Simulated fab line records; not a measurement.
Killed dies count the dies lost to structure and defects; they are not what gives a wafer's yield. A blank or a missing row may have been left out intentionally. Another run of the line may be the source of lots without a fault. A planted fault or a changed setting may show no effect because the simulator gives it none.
Chamber matching + flow n5-finfet + 4 sister chambers for N5_ILD0_CMP_07 on cmp-02
The step polishes SiO2 flowable, stops on poly-Si, t overpolish 1.18 s, target thk 138.88 nm. 4 wafers are shown with their chamber, then 12 later ones without.

WAFERS WITH THEIR CHAMBER
| wafer  | chamber | motor-current-A (A) |
|--------|---------|---------------------|
| L090.6 | 3       | 11.1                |
| L091.1 | 2       | 14.2                |
| L091.4 | 1       | 11.3                |
| L091.5 | 0       | 12.1                |

WAFERS WITHOUT THEIR CHAMBER
| wafer  | motor-current-A (A) |
|--------|---------------------|
| L092.1 | 11.6                |
| L092.3 | 10.9                |
| L092.6 | 11.5                |
| L094.1 | 13.4                |
| L094.2 | 11.6                |
| L094.6 | 11.2                |
| L095.1 | 11.0                |
| L095.5 | 12.2                |
| L095.6 | 11.4                |
| L096.1 | 11.8                |
| L096.2 | 13.7                |
| L096.6 | 10.7                |

EACH ONE'S CHAMBER
| wafer  | from the rows above          | in truth |
|--------|------------------------------|----------|
| L092.1 | can't be placed: 1 or 0 or 3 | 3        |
| L092.3 | can't be placed: 3 or 1      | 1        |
| L092.6 | can't be placed: 1 or 3 or 0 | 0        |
| L094.1 | can't be placed: 2 or 0      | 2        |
| L094.2 | can't be placed: 1 or 0 or 3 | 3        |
| L094.6 | can't be placed: 3 or 1      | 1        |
| L095.1 | can't be placed: 3 or 1      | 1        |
| L095.5 | 0                            | 0        |
| L095.6 | can't be placed: 1 or 3 or 0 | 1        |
| L096.1 | can't be placed: 0 or 1 or 3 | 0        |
| L096.2 | 2                            | 2        |
| L096.6 | can't be placed: 3 or 1      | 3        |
2 of 12 placed correctly. Unplaceable from these rows: 10, with the true chamber sitting among the candidates in 10. Number placed wrongly: 0.
How it was worked out, from the rows above alone: a wafer's distance from a chamber is the root of the sum, over the readings, of the square of ((its reading less the chamber's mean) divided by the reading's scatter). The wafer belongs to the nearest chamber; if the next one is less than 2 further off, it can't be placed. Each chamber's mean is taken over the wafers shown for it. The scatter: root of mean squared gap, hidden wafer to nearest shown wafer, with one shown wafer a chamber.
